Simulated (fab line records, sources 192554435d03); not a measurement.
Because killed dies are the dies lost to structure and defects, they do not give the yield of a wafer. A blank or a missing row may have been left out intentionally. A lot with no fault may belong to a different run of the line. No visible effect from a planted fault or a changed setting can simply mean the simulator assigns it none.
A struck lot beside a sound one | flow n5Finfet | 40 steps out of a route of 1938
Sound: wafers L597.2, L597.4, L597.6. Struck: wafer L586.1. (L586.4, L586.6 of the same lot were not struck and are left out.) The cause comes at the end.
Order at every step that has rows: each side's tool, ch and its chambers, its first start. Under that, the readings that differ: sound wafers | struck wafers | difference of the means | sigmas: that difference in standard deviations of wafers without a fault.
alike: words and numbers the same on both sides, and readings whose means are apart by under 2 such deviations; not compared: readings that were withheld, readings missing a value for some wafer, numbers with overlapping values and no deviation given by the record, and bounds like >300 which may hide the same value.
Wherever a step has rows on one side only, a row that says differs or no value, or a row with sigmas, the two part there. When numbers do not overlap yet have no deviation, they are printed without sigmas and do not part them. A reading missing from all wafers of one side parts the sides only when that side holds two or more wafers.

first, 9 steps without rows for these wafers: N5_BEOL_M4_ANNEAL_95 (time 240 s); N5_BEOL_M4_SPUTTER_96 (material Cu, target thk 4.5 nm, time 8.29 s); N5_BEOL_M4_ECD_50 (material Cu, target thk 300 nm); N5_BEOL_M4_ANNEAL_51 (time 90 s); N5_BEOL_M4_CMP_52 (polishes, stops on SiOC, t overpolish 6.8 s, target thk 40 nm); N5_BEOL_M4_PRE_CLEAN_60 (time 15 s); N5_BEOL_M4_CO_CAP_55 (material Co, precursor CCTBA/H2, target thk 2 nm, time 102.1 s); N5_BEOL_M4_PRE_CLEAN_56 (time 15 s); N5_BEOL_M4_DEP_57 (deposits SiCN from 3MS/NH3, target thk 8 nm, time 14 s).
N5_BEOL_M4_RC_MEAS_101:
  sound on prober-01 ch 0, day 13 18:00; struck on prober-02 ch 0, day 10 16:01
  alike: DIBL_N, DIBL_P, IOFF_N, IOFF_P, ION_N, ION_P, SS_N, SS_P, VT_N, VT_P
then, 24 steps without rows for these wafers: N5_BEOL_M5_ILD_DEP_00 (deposits SiCOH lowk from DEMS/porogen, target thk 140.64 nm, time 25.9 s); N5_BEOL_M5_CURE_79 (cures SiCOH lowk, time 240 s); N5_BEOL_M5_PECVD_70 (deposits SiO2 from TEOS/O2, target thk 16 nm, time 18 s); N5_BEOL_M5_HM_DEP_02 (deposits TiN, target thk 20 nm); N5_BEOL_M5_COAT_59 (time 60 s, resist thk 60 nm); N5_BEOL_M5_COAT_60 (time 60 s, resist thk 12 nm); N5_BEOL_M5_COAT_71 (time 60 s, resist thk 5 nm); N5_BEOL_M5_COAT_05 (resist thk 30 nm); N5_BEOL_M5_EBR_07; N5_BEOL_M5_SOFTBAKE_06 (time 60 s); N5_BEOL_M5_EXPOSE_08 (exposes mask M5, target cd 28 nm); N5_BEOL_M5_PEB_09 (peb time 60 s); N5_BEOL_M5_DEVELOP_10 (develop time 30 s); N5_BEOL_M5_DESCUM_16 (chemistry O2, time 7 s); N5_BEOL_M5_ETCH_72 (etches underlayer in N2/H2, target depth 6.5 nm, time 5.2 s); N5_BEOL_M5_ETCH_61 (etches SiARC in CF4, target depth 15.6 nm, time 26 s); N5_BEOL_M5_ETCH_62 (etches SOC in N2/H2, target depth 75 nm, overetch 15 nm, time 112.5 s); N5_BEOL_M5_STRIP_63 (strips in N2/H2); N5_BEOL_M5_STRIP_73 (strips in N2/H2); N5_BEOL_M5_STRIP_64 (strips in CF4); N5_BEOL_M5_HM_OPEN_17 (chemistry Cl2/BCl3, target TiN, target depth 20 nm, overetch 6 nm); N5_BEOL_M5_STRIP_19 (strips in O2); N5_BEOL_M5_COAT_65 (time 60 s, resist thk 60 nm); N5_BEOL_M5_COAT_66 (time 60 s, resist thk 12 nm).
-- the record jumps here: 2 days lie between the struck wafers' starts before and after (it left off in module BEOL_M5 and takes up again in module BEOL_M10, whose first step shown is number 1488 of the route) --
N5_BEOL_M10_ETCH_62: etches SOC in N2/H2, target depth 110 nm, overetch 22 nm, time 165 s.
  sound on rieDiel-01 ch 0,2, day 16 04:13; struck on rieDiel-01 ch 2, day 12 23:39
reading                                    | sound            | struck | difference | sigmas
model.etch.depthNm (nm)                    | 99.9 99.99 99.83 | 86.92  | -12.99     | 
model.SiARC_of_BEOL_M10_COAT_60.thkNm (nm) | 24 23.8 23.8     | 25.8   | +1.9       | 
model.BEOL_M10.cdOffsetNm (nm)             | 0.6 -0.2 0       | -1.4   | -1.5       | 
  alike: biasW, drypumpMotorCurrentA, oesProductAu, rfVppV, showerheadPlenumPTorr, throttleValvePct
  not compared: rfHoursCounterH
N5_BEOL_M10_HM_OPEN_17: chemistry Cl2/BCl3, target TiN, target depth 20 nm, overetch 6 nm.
  sound on rieMetal-03 ch 0,1, day 16 04:25; struck on rieMetal-01 ch 1, day 12 23:50
reading                  | sound             | struck | difference | sigmas
drypumpMotorCurrentA (A) | 5.0 5.9 5.0       | 6.4    | +1.1       | +2
oesProductAu (a.u.)      | 0.64 0.62 0.63    | 0.30   | -0.33      | -8
throttleValvePct (%)     | 21.98 22.17 22.00 | 22.61  | +0.56      | +4
  alike: biasW
  not compared: rfHoursCounterH
N5_BEOL_M10_CD_MEAS_18: pitch 140 nm, target cd 70 nm.
  sound on cdSem-01 at day 16 04:38; struck on cdSem-03 at day 13 00:14
  not compared: cdNm
N5_BEOL_M10_VIA_ETCH_34: etches SiCOH lowk in C4F6/O2, target depth 184.5 nm, time 69.2 s.
  sound on rieDiel-02 ch 1,2,3, day 16 08:31; struck on rieDiel-01 ch 0, day 13 04:49
reading             | sound          | struck | difference | sigmas
oesProductAu (a.u.) | 0.68 0.68 0.83 | 0.32   | -0.41      | -5
  alike: biasW, drypumpMotorCurrentA, rfVppV, showerheadPlenumPTorr, throttleValvePct
  not compared: rfHoursCounterH
N5_BEOL_M10_OCD_MEAS_38:
  sound on ocd-02 at day 16 08:48; struck on ocd-02 at day 13 05:06
  not compared: trenchDepthNm
-- record jumps: 2 days separate the struck wafers' starts on either side; left off in module BEOL_M10, taken up again in module PASSIVATION, whose first shown step is the route's number 1936 --
N5_PASSIVATION_PROBE_49:
  sound on prober-01 at day 18 09:38; struck on prober-02 at day 15 10:51
reading                 | sound          | struck | difference | sigmas
defectLimitedYield (%)  | 92.5 92.2 92.3 | 0      | -92        | -66
killed_at_M4_up         | 13 22 9        | 1096   | +1081      | +99 or more
killedDies              | 88 92 91       | 1180   | +1090      | +64
killedOnRim             | 9 18 9         | 152    | +140       | +37
sort_bin_5_function (%) | 4.7 3.8 4.7    | 96.5   | +92.1      | +99 or more
sortNPass               | 1092 1088 1089 | 0      | -1090      | -64
sortYieldPct (%)        | 92.5 92.2 92.3 | 0      | -92        | -66
  alike: killed_at_M0_to_M3, killedAtContacts, killedAtFrontEnd, killedAtOther, killedOpen, killedShort, sort_bin_6_memory

== WHERE THEY PART ==
At N5_BEOL_M10_HM_OPEN_17 first; at N5_PASSIVATION_PROBE_49 last (within this record only).

WHY: the cause the simulator had injected
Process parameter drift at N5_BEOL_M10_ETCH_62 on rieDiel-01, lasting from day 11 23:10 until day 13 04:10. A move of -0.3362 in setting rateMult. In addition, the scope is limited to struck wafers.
